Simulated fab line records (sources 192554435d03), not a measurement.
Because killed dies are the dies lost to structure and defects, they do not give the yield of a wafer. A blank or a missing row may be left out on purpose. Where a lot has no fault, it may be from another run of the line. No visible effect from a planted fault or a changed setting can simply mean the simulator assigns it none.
Split-lot study | flow n5 finfet | 7 lots, 39 wafers read, on a route of 1938 steps

ON THE SPLIT
At N5_SD_EPI_P_ETCH_36 (etches SiARC in CF4, target depth 45.5 nm, time 75.8 s), the setting bias w was moved away from the recipe's 36 W on 18 of the 39 wafers read, by -16.3% to +17.7%. The other wafers ran this setting at the recipe's value.

The reading is taken at the split's own step.

THE READING
rf vpp V, in V, at N5_SD_EPI_P_ETCH_36 (etches SiARC in CF4, target depth 45.5 nm, time 75.8 s). On this fab line, fault-free wafers typically give 184.1 V with a standard deviation of 1.3 V.

wafer  | tool, chamber at the split | bias w as run, W | against the recipe | rf vpp V, V | against lot-mates on the recipe
L074.1 | rie diel-03, 0             | 36               | recipe             | 183.1       | -
L074.2 | rie diel-03, 2             | 36               | recipe             | 184.7       | -
L074.3 | rie diel-03, 3             | 32.98            | -8.4%              | 172.2       | -12.4
L074.4 | rie diel-03, 1             | 36               | recipe             | 186.1       | -
L074.5 | rie diel-03, 1             | 32.98            | -8.4%              | 174.9       | -9.7
L074.6 | rie diel-03, 0             | 32.98            | -8.4%              | 173.3       | -11.3
L075.1 | rie diel-03, 1             | 36               | recipe             | 184.7       | -
L075.2 | rie diel-03, 0             | 36               | recipe             | 185.4       | -
L075.3 | rie diel-03, 3             | 39.98            | +11.1%             | 197.5       | +12.9
L075.4 | rie diel-03, 2             | 39.98            | +11.1%             | 196.1       | +11.5
L075.5 | rie diel-03, 3             | 36               | recipe             | 183.7       | -
L075.6 | rie diel-03, 0             | 39.98            | +11.1%             | 196.2       | +11.6
L077.1 | rie diel-03, 1             | 36               | recipe             | 186.2       | -
L077.2 | rie diel-03, 0             | 36               | recipe             | 184.7       | -
L077.3 | rie diel-03, 2             | 42.38            | +17.7%             | 205.7       | +20.8
L077.4 | rie diel-03, 3             | 36               | recipe             | 183.7       | -
L077.5 | rie diel-03, 2             | 42.38            | +17.7%             | 205.5       | +20.6
L077.6 | rie diel-03, 3             | 42.38            | +17.7%             | 204.7       | +19.8
L083.1 | rie diel-03, 1             | 40.96            | +13.8%             | 201.2       | +17.4
L083.2 | rie diel-03, 3             | 36               | recipe             | 183.3       | -
L083.3 | rie diel-03, 2             | 40.96            | +13.8%             | 200.7       | +16.9
L083.4 | rie diel-03, 0             | 40.96            | +13.8%             | 199.8       | +16.0
L083.5 | rie diel-03, 0             | 36               | recipe             | 183.4       | -
L083.6 | rie diel-03, 3             | 36               | recipe             | 184.8       | -
L086.1 | rie diel-05, 1             | 36               | recipe             | 182.3       | -
L086.2 | rie diel-05, 3             | 36               | recipe             | 182.5       | -
L086.3 | rie diel-05, 2             | 38.87            | +8.0%              | 194.2       | +11.0
L086.4 | rie diel-05, 0             | 36               | recipe             | 184.8       | -
L086.5 | rie diel-05, 1             | 38.87            | +8.0%              | 191.6       | +8.4
L086.6 | rie diel-05, 2             | 38.87            | +8.0%              | 195.1       | +11.9
L089.2 | rie diel-04, 3             | 36               | recipe             | 184.2       | -
L089.4 | rie diel-04, 1             | 36               | recipe             | 181.4       | -
L089.5 | rie diel-04, 2             | 36               | recipe             | 182.5       | -
L094.1 | rie diel-04, 0             | 36               | recipe             | 183.2       | -
L094.2 | rie diel-04, 1             | 36               | recipe             | 182.9       | -
L094.3 | rie diel-04, 3             | 36               | recipe             | 182.9       | -
L094.4 | rie diel-04, 2             | 30.14            | -16.3%             | 163.7       | -19.3
L094.5 | rie diel-04, 3             | 30.14            | -16.3%             | 163.8       | -19.2
L094.6 | rie diel-04, 0             | 30.14            | -16.3%             | 162.9       | -20.1

FIT RESULTS
A straight line over all 39 wafers: rf vpp V changes by +1.22 V for each +1% of bias w; r = +0.99; the points scatter about the line by 1.1 V.
The same after taking each lot's own level away (the mean of its wafers on the recipe; 39 wafers): +1.19 V for each +1%; r = +0.99; scatter 1.1 V.
According to that fit, moving bias w by its largest amount changes the reading by 21 V.
From 182.70 to 184.87 V: that is the span of the lots' own levels, equal to 1.7 times the standard deviation above.
The two slopes agree, so the slope changes little with the lot-to-lot level.
Check: for one of the wafers moved furthest among these (+17.7%), held out of the fit, the line's prediction against its lot-mates is +21 V. It came out at +20.8 V against them.
Tool readings at the split's step, against how far the setting was moved: rf vpp V r = +0.99.

THE OTHER SPLITS THESE WAFERS WENT THROUGH
Before the reading, these wafers also passed through other splits. Each is held against what the fit with the lots' levels taken away leaves over:
other split on the same wafers        | wafers away from the commonest value | r with rf vpp V (lot level and that fit taken away)
N5_WELL_APT_IMPLANT_15 energy kev     | 15                                   | +0.12
N5_WELL_APT_EXPOSE_22 dose mj         | 15                                   | +0.14
N5_FIN_CUT_CUT_ETCH_15 target depth a | 18                                   | +0.07
N5_DUMMY_GATE_EXPOSE_12 dose mj       | 18                                   | +0.17
N5_DUMMY_GATE_ETCH_44 target depth a  | 15                                   | +0.05
N5_DUMMY_GATE_ETCH_42 bias w          | 18                                   | +0.11

FILE'S OWN FIT
rf vpp V changes by +1.19 V for each +1% of bias w, r = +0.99.
